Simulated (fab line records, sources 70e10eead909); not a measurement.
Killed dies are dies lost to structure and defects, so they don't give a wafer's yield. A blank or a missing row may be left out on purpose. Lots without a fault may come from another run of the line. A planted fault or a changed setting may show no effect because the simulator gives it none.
Which tool did it? | flow nand_harc | 23 lots, 69 wafers sampled, at 5 steps of a route of 1159

WHAT THE GAUGES READ, wafer by wafer
NHARC_P_M0_INSPECT_27. Usual: raw_defect_count 333, standard deviation 110.
lot  | measured     | on                | raw_defect_count | flag
L074 | day 5 23:06  | defect_inspect-01 | 378 404 328      |
L076 | day 6 12:28  | defect_inspect-02 | 257 408 292      |
L077 | day 6 15:17  | defect_inspect-01 | 387 293 269      |
L078 | day 7 02:14  | defect_inspect-02 | 349 303 176      |
L079 | day 7 02:44  | defect_inspect-02 | 639 449 442      |
L081 | day 7 09:53  | defect_inspect-02 | 265 301 466      |
L080 | day 7 10:41  | defect_inspect-02 | 261 333 193      |
L083 | day 8 02:58  | defect_inspect-02 | 328 189 376      |
L082 | day 8 05:37  | defect_inspect-02 | 306 449 344      |
L084 | day 8 13:38  | defect_inspect-02 | 240 194 94       |
L085 | day 9 04:17  | defect_inspect-02 | 469 334 329      |
L086 | day 9 05:25  | defect_inspect-01 | 280 302 143      |
L087 | day 9 10:05  | defect_inspect-01 | 473 321 211      |
L088 | day 9 12:17  | defect_inspect-01 | 421 371 297      |
L090 | day 10 03:32 | defect_inspect-01 | 371 339 369      |
L089 | day 10 03:48 | defect_inspect-01 | 502 301 384      |
L092 | day 10 07:26 | defect_inspect-01 | 649 269 503      |
L091 | day 10 08:26 | defect_inspect-02 | 242 308 214      |
L093 | day 10 13:38 | defect_inspect-02 | 315 387 323      |
L094 | day 10 20:58 | defect_inspect-02 | 309 476 421      |
L095 | day 11 03:08 | defect_inspect-01 | 399 184 178      |
L096 | day 11 04:36 | defect_inspect-02 | 212 330 516      |
L097 | day 11 17:16 | defect_inspect-02 | 313 279 371      |

WHICH TOOL RAN EACH LOT (tool, then ch and the chambers of the sampled wafers, then the start)
lot  | NHARC_P_CONTACT_DEP_00                     | NHARC_P_M0_DESCUM_14               | NHARC_P_M0_ETCH_34                 | NHARC_P_M0_STRIP_18
L074 | pecvd-02 ch 0,1,2, day 5 20:38 or earlier  | rie_diel-11 ch 2,3, day 5 20:38    | rie_diel-11 ch 0,2,3, day 5 20:44  | rie_diel-06 ch 0,1, day 5 21:01
L076 | pecvd-02 ch 0,1,2, day 6 09:56 or earlier  | rie_diel-11 ch 2,3, day 6 09:56    | rie_diel-11 ch 1,2, day 6 10:01    | rie_diel-04 ch 1,2,3, day 6 10:20
L077 | pecvd-02 ch 0,1, day 6 12:46 or earlier    | rie_diel-04 ch 1,3, day 6 12:46    | rie_diel-04 ch 0,1, day 6 12:50    | rie_diel-11 ch 1,2,3, day 6 13:07
L078 | pecvd-01 ch 0,1,2, day 6 23:42 or earlier  | rie_diel-06 ch 0,3, day 6 23:42    | rie_diel-06 ch 0,1,3, day 6 23:47  | rie_diel-06 ch 0,3, day 7 00:07
L079 | pecvd-02 ch 0,1,2, day 7 00:07 or earlier  | rie_diel-11 ch 1,2,3, day 7 00:07  | rie_diel-11 ch 1,2,3, day 7 00:12  | rie_diel-11 ch 1,2,3, day 7 00:35
L081 | pecvd-04 ch 1,2, day 7 07:19 or earlier    | rie_diel-06 ch 0,1, day 7 07:19    | rie_diel-06 ch 0,1, day 7 07:26    | rie_diel-04 ch 0,2,3, day 7 07:48
L080 | pecvd-02 ch 0,1, day 7 08:04 or earlier    | rie_diel-11 ch 0,1,3, day 7 08:04  | rie_diel-11 ch 0,1,2, day 7 08:09  | rie_diel-06 ch 0,1, day 7 08:29
L083 | pecvd-01 ch 0,1,2, day 8 00:28 or earlier  | rie_diel-06 ch 0,3, day 8 00:28    | rie_diel-06 ch 1,2, day 8 00:33    | rie_diel-11 ch 0,2,3, day 8 00:50
L082 | pecvd-04 ch 1,2, day 8 03:09 or earlier    | rie_diel-11 ch 1,2,3, day 8 03:09  | rie_diel-11 ch 2,3, day 8 03:13    | rie_diel-06 ch 2,3, day 8 03:32
L084 | pecvd-02 ch 0,1,2, day 8 11:08 or earlier  | rie_diel-11 ch 0,1,2, day 8 11:08  | rie_diel-11 ch 0,1,3, day 8 11:13  | rie_diel-04 ch 2,3, day 8 11:29
L085 | pecvd-02 ch 1,2, day 9 01:49 or earlier    | rie_diel-06 ch 0,1,3, day 9 01:49  | rie_diel-06 ch 0,3, day 9 01:53    | rie_diel-06 ch 0,1, day 9 02:11
L086 | pecvd-02 ch 0,1,2, day 9 02:56 or earlier  | rie_diel-06 ch 0,1,3, day 9 02:56  | rie_diel-06 ch 0,2,3, day 9 03:00  | rie_diel-04 ch 0,2,3, day 9 03:17
L087 | pecvd-01 ch 0,1, day 9 07:28 or earlier    | rie_diel-04 ch 1,3, day 9 07:28    | rie_diel-04 ch 3, day 9 07:37      | rie_diel-06 ch 1,2,3, day 9 08:01
L088 | pecvd-02 ch 0,2, day 9 09:38 or earlier    | rie_diel-11 ch 0,1, day 9 09:38    | rie_diel-11 ch 0,3, day 9 09:44    | rie_diel-04 ch 1,3, day 9 10:02
L090 | pecvd-02 ch 0,1,2, day 10 01:02 or earlier | rie_diel-06 ch 0,3, day 10 01:02   | rie_diel-06 ch 0,1, day 10 01:08   | rie_diel-04 ch 1,2, day 10 01:26
L089 | pecvd-01 ch 0,1,2, day 10 01:13 or earlier | rie_diel-11 ch 0,2,3, day 10 01:13 | rie_diel-11 ch 0,2, day 10 01:17   | rie_diel-06 ch 0,2,3, day 10 01:37
L092 | pecvd-01 ch 0,1,2, day 10 04:47 or earlier | rie_diel-11 ch 1,2,3, day 10 04:47 | rie_diel-11 ch 1,3, day 10 04:52   | rie_diel-06 ch 1,2, day 10 05:10
L091 | pecvd-04 ch 0,1,2, day 10 05:45 or earlier | rie_diel-06 ch 0,2,3, day 10 05:45 | rie_diel-06 ch 1,2, day 10 05:50   | rie_diel-06 ch 1,2, day 10 06:07
L093 | pecvd-04 ch 0,1,2, day 10 11:07 or earlier | rie_diel-06 ch 0,1,3, day 10 11:07 | rie_diel-06 ch 1,2, day 10 11:13   | rie_diel-11 ch 1,3, day 10 11:29
L094 | pecvd-02 ch 1,2, day 10 18:11 or earlier   | rie_diel-04 ch 0,1,2, day 10 18:11 | rie_diel-04 ch 1,2,3, day 10 18:35 | rie_diel-11 ch 0,1,2, day 10 18:54
L095 | pecvd-02 ch 0,2, day 11 00:38 or earlier   | rie_diel-11 ch 0,2,3, day 11 00:38 | rie_diel-11 ch 0,3, day 11 00:43   | rie_diel-06 ch 0,1,2, day 11 01:02
L096 | pecvd-04 ch 0,1,2, day 11 02:03 or earlier | rie_diel-11 ch 0,1,2, day 11 02:03 | rie_diel-11 ch 0,1,2, day 11 02:08 | rie_diel-04 ch 0,1, day 11 02:25
L097 | pecvd-02 ch 1, day 11 06:28                | rie_diel-06 ch 0,2, day 11 14:41   | rie_diel-06 ch 1,3, day 11 14:47   | rie_diel-04 ch 1,2,3, day 11 15:07
- NHARC_P_CONTACT_DEP_00: deposits SiO2, target thk 500 nm.
- NHARC_P_M0_DESCUM_14: chemistry O2, time 3 s.
- NHARC_P_M0_ETCH_34: etches the open film in N2/H2, target depth 40 nm, overetch 12 nm, time 43.94 s.
- NHARC_P_M0_STRIP_18: strips in N2/H2.

WHAT THE TOOLS THEMSELVES READ (means of the sampled wafers that have a number; where no wafer has one, the mark that the record gives instead)
NHARC_P_CONTACT_DEP_00. Usual: heater_power_outer_w 327 W, standard deviation 110; heater_power_w 555 W, standard deviation 130; throttle_valve_pct 15.9 %, standard deviation 0.47.
lot  | tool     | heater_power_outer_w (W) | heater_power_w (W) | throttle_valve_pct (%) | flag
L074 | pecvd-02 | 394                      | 617                | 16.3                   |
L076 | pecvd-02 | 436                      | 675                | 16.3                   |
L077 | pecvd-02 | 362                      | 581                | 16.3                   |
L078 | pecvd-01 | 258                      | 495                | 16.0                   |
L079 | pecvd-02 | 413                      | 642                | 16.3                   |
L081 | pecvd-04 | 284                      | 529                | 15.5                   |
L080 | pecvd-02 | 364                      | 592                | 16.4                   |
L083 | pecvd-01 | 279                      | 521                | 16.0                   |
L082 | pecvd-04 | 290                      | 541                | 15.7                   |
L084 | pecvd-02 | 351                      | 567                | 15.9                   |
L085 | pecvd-02 | 393                      | 596                | 16.1                   |
L086 | pecvd-02 | 363                      | 580                | 15.8                   |
L087 | pecvd-01 | 286                      | 529                | 15.9                   |
L088 | pecvd-02 | 295                      | 513                | 15.6                   |
L090 | pecvd-02 | 304                      | 504                | 15.8                   |
L089 | pecvd-01 | 269                      | 505                | 16.0                   |
L092 | pecvd-01 | 264                      | 515                | 16.2                   |
L091 | pecvd-04 | 260                      | 485                | 15.5                   |
L093 | pecvd-04 | 284                      | 517                | 15.6                   |
L094 | pecvd-02 | 437                      | 657                | 16.1                   |
L095 | pecvd-02 | 353                      | 586                | 15.8                   |
L096 | pecvd-04 | 271                      | 507                | 15.6                   |
L097 | pecvd-02 | 397                      | 603                | 16.2                   |

NHARC_P_M0_DESCUM_14. Usual: chamber_pressure_mTorr 60.00 mTorr, standard deviation 0.058; drypump_motor_current_A 5.8 A, standard deviation 0.58; oes_product_au 1.006 a.u., standard deviation 0.0099; rf_vpp_V 57.7 V, standard deviation 0.85; showerhead_plenum_p_Torr 1.91 Torr, standard deviation 0.092; throttle_valve_pct 11.310 %, standard deviation 0.0086.
lot  | tool        | chamber_pressure_mTorr (mTorr) | drypump_motor_current_A (A) | oes_product_au (a.u.) | rf_vpp_V (V) | showerhead_plenum_p_Torr (Torr) | throttle_valve_pct (%) | flag
L074 | rie_diel-11 | 60.05                          | 5.4                         | 1.012                 | 58.7         | 2.02                            | 11.309                 |
L076 | rie_diel-11 | 60.04                          | 5.4                         | 1.000                 | 57.8         | 2.02                            | 11.310                 |
L077 | rie_diel-04 | 59.95                          | 6.3                         | 1.007                 | 58.2         | 1.96                            | 11.303                 |
L078 | rie_diel-06 | 60.00                          | 5.0                         | 1.002                 | 57.6         | 1.82                            | 11.305                 |
L079 | rie_diel-11 | 60.03                          | 5.9                         | 1.011                 | 57.7         | 1.93                            | 11.319                 |
L081 | rie_diel-06 | 60.05                          | 5.4                         | 1.002                 | 57.5         | 1.82                            | 11.310                 |
L080 | rie_diel-11 | 60.04                          | 5.9                         | 1.009                 | 58.0         | 1.96                            | 11.317                 |
L083 | rie_diel-06 | 59.98                          | 5.2                         | 0.999                 | 57.8         | 1.85                            | 11.318                 |
L082 | rie_diel-11 | 59.97                          | 5.9                         | 1.003                 | 57.2         | 1.93                            | 11.306                 |
L084 | rie_diel-11 | 59.96                          | 6.2                         | 1.012                 | 58.0         | 1.92                            | 11.301                 |
L085 | rie_diel-06 | 60.03                          | 5.3                         | 1.018                 | 57.6         | 1.84                            | 11.308                 |
L086 | rie_diel-06 | 59.99                          | 5.3                         | 1.007                 | 56.4         | 1.84                            | 11.302                 |
L087 | rie_diel-04 | 60.02                          | 6.2                         | 0.991                 | 57.9         | 1.97                            | 11.318                 |
L088 | rie_diel-11 | 59.99                          | 6.2                         | 1.017                 | 56.6         | 1.94                            | 11.315                 |
L090 | rie_diel-06 | 60.01                          | 5.3                         | 1.009                 | 57.6         | 1.85                            | 11.314                 |
L089 | rie_diel-11 | 60.02                          | 5.7                         | 1.002                 | 57.5         | 2.00                            | 11.308                 |
L092 | rie_diel-11 | 59.99                          | 5.9                         | 1.013                 | 58.0         | 1.93                            | 11.305                 |
L091 | rie_diel-06 | 59.92                          | 5.5                         | 1.007                 | 58.3         | 1.89                            | 11.314                 |
L093 | rie_diel-06 | 59.99                          | 5.3                         | 1.002                 | 57.8         | 1.84                            | 11.305                 |
L094 | rie_diel-04 | 59.97                          | 6.2                         | 1.007                 | 58.3         | 1.95                            | 11.311                 |
L095 | rie_diel-11 | 60.03                          | 5.7                         | 0.990                 | 57.6         | 2.00                            | 11.317                 |
L096 | rie_diel-11 | 59.91                          | 6.2                         | 1.009                 | 57.5         | 1.92                            | 11.307                 |
L097 | rie_diel-06 | 60.01                          | 5.3                         | 1.004                 | 57.4         | 1.86                            | 11.306                 |

NHARC_P_M0_ETCH_34. Usual: chamber_pressure_mTorr 30.002 mTorr, standard deviation 0.028; drypump_motor_current_A 5.8 A, standard deviation 0.58; oes_product_au 1.005 a.u., standard deviation 0.011; rf_vpp_V 431 V, standard deviation 3; showerhead_plenum_p_Torr 2.04 Torr, standard deviation 0.1; throttle_valve_pct 14.170 %, standard deviation 0.0089.
lot  | tool        | chamber_pressure_mTorr (mTorr) | drypump_motor_current_A (A) | oes_product_au (a.u.) | rf_vpp_V (V) | showerhead_plenum_p_Torr (Torr) | throttle_valve_pct (%) | flag
L074 | rie_diel-11 | 30.002                         | 5.7                         | 1.003                 | 434          | 2.14                            | 14.164                 |
L076 | rie_diel-11 | 30.001                         | 6.1                         | 1.010                 | 430          | 2.01                            | 14.166                 |
L077 | rie_diel-04 | 30.028                         | 6.2                         | 0.997                 | 432          | 2.09                            | 14.174                 |
L078 | rie_diel-06 | 30.006                         | 5.3                         | 1.000                 | 428          | 1.95                            | 14.169                 |
L079 | rie_diel-11 | 30.004                         | 5.9                         | 1.005                 | 431          | 2.06                            | 14.165                 |
L081 | rie_diel-06 | 30.014                         | 5.4                         | 1.012                 | 428          | 1.94                            | 14.170                 |
L080 | rie_diel-11 | 30.011                         | 6.2                         | 1.004                 | 430          | 2.04                            | 14.172                 |
L083 | rie_diel-06 | 29.978                         | 5.9                         | 1.006                 | 429          | 2.01                            | 14.168                 |
L082 | rie_diel-11 | 30.036                         | 5.4                         | 1.008                 | 433          | 2.15                            | 14.172                 |
L084 | rie_diel-11 | 29.981                         | 5.9                         | 1.000                 | 433          | 2.09                            | 14.174                 |
L085 | rie_diel-06 | 29.986                         | 5.0                         | 1.011                 | 428          | 1.93                            | 14.169                 |
L086 | rie_diel-06 | 29.992                         | 5.5                         | 1.013                 | 429          | 2.01                            | 14.168                 |
L087 | rie_diel-04 | 30.009                         | 6.2                         | 0.987                 | 432          | 2.10                            | 14.169                 |
L088 | rie_diel-11 | 29.996                         | 5.4                         | 0.985                 | 434          | 2.18                            | 14.166                 |
L090 | rie_diel-06 | 30.001                         | 5.4                         | 0.991                 | 428          | 1.93                            | 14.169                 |
L089 | rie_diel-11 | 30.019                         | 6.0                         | 1.004                 | 433          | 2.12                            | 14.166                 |
L092 | rie_diel-11 | 30.001                         | 6.1                         | 1.010                 | 430          | 2.01                            | 14.179                 |
L091 | rie_diel-06 | 30.002                         | 6.1                         | 1.002                 | 431          | 2.07                            | 14.168                 |
L093 | rie_diel-06 | 29.992                         | 5.9                         | 1.002                 | 430          | 2.01                            | 14.169                 |
L094 | rie_diel-04 | 29.989                         | 6.3                         | 1.005                 | 433          | 2.08                            | 14.175                 |
L095 | rie_diel-11 | 30.011                         | 5.5                         | 1.003                 | 434          | 2.18                            | 14.181                 |
L096 | rie_diel-11 | 29.976                         | 6.2                         | 1.016                 | 431          | 2.04                            | 14.173                 |
L097 | rie_diel-06 | 30.013                         | 5.6                         | 1.006                 | 429          | 1.97                            | 14.164                 |

NHARC_P_M0_STRIP_18. Usual: chamber_pressure_mTorr 29.999 mTorr, standard deviation 0.027; drypump_motor_current_A 5.9 A, standard deviation 0.54; oes_product_au 1.003 a.u., standard deviation 0.0093; rf_vpp_V 90.7 V, standard deviation 1; showerhead_plenum_p_Torr 2.04 Torr, standard deviation 0.089; throttle_valve_pct 14.171 %, standard deviation 0.0091.
lot  | tool        | chamber_pressure_mTorr (mTorr) | drypump_motor_current_A (A) | oes_product_au (a.u.) | rf_vpp_V (V) | showerhead_plenum_p_Torr (Torr) | throttle_valve_pct (%) | flag
L074 | rie_diel-06 | 30.013                         | 5.1                         | 1.002                 | 90.3         | 1.92                            | 14.178                 |
L076 | rie_diel-04 | 30.028                         | 6.3                         | 1.000                 | 91.0         | 2.08                            | 14.169                 |
L077 | rie_diel-11 | 30.006                         | 5.9                         | 1.011                 | 90.6         | 2.06                            | 14.174                 |
L078 | rie_diel-06 | 29.996                         | 5.3                         | 1.008                 | 90.4         | 1.97                            | 14.172                 |
L079 | rie_diel-11 | 29.998                         | 5.9                         | 1.001                 | 91.2         | 2.06                            | 14.168                 |
L081 | rie_diel-04 | 30.028                         | 6.2                         | 0.996                 | 91.1         | 2.08                            | 14.175                 |
L080 | rie_diel-06 | 30.000                         | 5.1                         | 1.006                 | 90.7         | 1.92                            | 14.176                 |
L083 | rie_diel-11 | 30.010                         | 5.7                         | 1.011                 | 92.6         | 2.13                            | 14.174                 |
L082 | rie_diel-06 | 29.996                         | 5.8                         | 1.006                 | 90.9         | 2.04                            | 14.165                 |
L084 | rie_diel-04 | 30.024                         | 6.3                         | 0.995                 | 91.1         | 2.07                            | 14.183                 |
L085 | rie_diel-06 | 29.997                         | 5.1                         | 0.997                 | 89.6         | 1.92                            | 14.167                 |
L086 | rie_diel-04 | 29.997                         | 6.2                         | 0.992                 | 91.0         | 2.08                            | 14.174                 |
L087 | rie_diel-06 | 29.990                         | 5.8                         | 1.004                 | 90.9         | 2.03                            | 14.172                 |
L088 | rie_diel-04 | 30.006                         | 6.3                         | 1.010                 | 91.1         | 2.09                            | 14.173                 |
L090 | rie_diel-04 | 29.971                         | 6.3                         | 1.006                 | 89.7         | 2.06                            | 14.168                 |
L089 | rie_diel-06 | 29.998                         | 5.5                         | 1.007                 | 90.0         | 2.01                            | 14.177                 |
L092 | rie_diel-06 | 30.007                         | 6.1                         | 1.000                 | 90.1         | 2.07                            | 14.173                 |
L091 | rie_diel-06 | 30.020                         | 6.1                         | 1.002                 | 90.0         | 2.07                            | 14.178                 |
L093 | rie_diel-11 | 29.988                         | 6.1                         | 1.013                 | 90.8         | 2.01                            | 14.175                 |
L094 | rie_diel-11 | 30.006                         | 6.2                         | 1.007                 | 90.8         | 2.04                            | 14.168                 |
L095 | rie_diel-06 | 29.979                         | 5.6                         | 0.998                 | 91.2         | 1.99                            | 14.169                 |
L096 | rie_diel-04 | 29.993                         | 6.2                         | 1.009                 | 91.0         | 2.08                            | 14.180                 |
L097 | rie_diel-04 | 29.996                         | 6.3                         | 1.010                 | 90.6         | 2.08                            | 14.186                 |

THE ANSWER, worked out from the rows above alone
Rule: a lot is off if the mean of its wafers that have a number lies more than 3 standard deviations from the usual mean. A lot without any number at a reading at which 4 lots or more have one is off too. The other lots that the step has rows for count as sound. The gauges are gone through in route order, then the tools' own readings, and for those a lot's mean is taken as printed above. The first step at which some lot is off is used, and at that step the reading that is off furthest; a lot without a number counts as furthest.
No lot is off at any reading shown: from this, nothing can be told.

WHAT THE SIMULATOR HAD PUT IN
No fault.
